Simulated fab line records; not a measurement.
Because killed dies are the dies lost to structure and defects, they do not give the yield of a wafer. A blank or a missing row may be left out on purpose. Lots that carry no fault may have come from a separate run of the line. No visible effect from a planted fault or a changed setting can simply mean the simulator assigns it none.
Matching of chambers    flow nand harc    pecvd-02 running NHARC_A_STAIRCASE_DEP_151: 3 sister chambers
The step deposits SiO2, target thk 3800 nm. 6 wafers are shown with their chamber, then 12 later ones without.

## EACH WAFER AND ITS CHAMBER
wafer   chamber  heater power w (W)
L085.3  1        657
L090.1  0        754
L090.6  2        844
L091.2  1        676
L091.4  0        603
L091.6  2        824

## WAFERS WITHOUT THEIR CHAMBER
wafer   heater power w (W)
L095.2  616
L095.5  837
L095.6  596
L095.1  875
L095.3  719
L095.4  620
L096.3  880
L096.4  589
L096.5  836
L096.1  645
L096.2  700
L096.6  597

## WHICH CHAMBER EACH WENT THROUGH
wafer   from the rows above           in truth
L095.2  can't be placed: 1 or 0       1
L095.5  2                             2
L095.6  can't be placed: 1 or 0       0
L095.1  2                             2
L095.3  can't be placed: 0 or 1 or 2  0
L095.4  can't be placed: 1 or 0       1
L096.3  2                             2
L096.4  can't be placed: 1 or 0       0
L096.5  2                             2
L096.1  can't be placed: 1 or 0       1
L096.2  can't be placed: 0 or 1 or 2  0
L096.6  can't be placed: 1 or 0       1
Correctly placed: 4 of 12. Not placeable from these rows: 8 (in 8, the candidates include the true chamber). Number placed wrongly: 0.
How it was worked out, from the rows above alone: a wafer's distance from a chamber is the root of the sum, over the readings, of the square of ((its reading less the chamber's mean) divided by the reading's scatter). The wafer belongs to the nearest chamber; if the next one is less than 2 further off, it can't be placed. Each chamber's mean is taken over the wafers shown for it. The scatter is the square root of a quotient: the sum, over the shown wafers, of each reading's squared deviation from its chamber's mean, divided by wafers minus chambers.
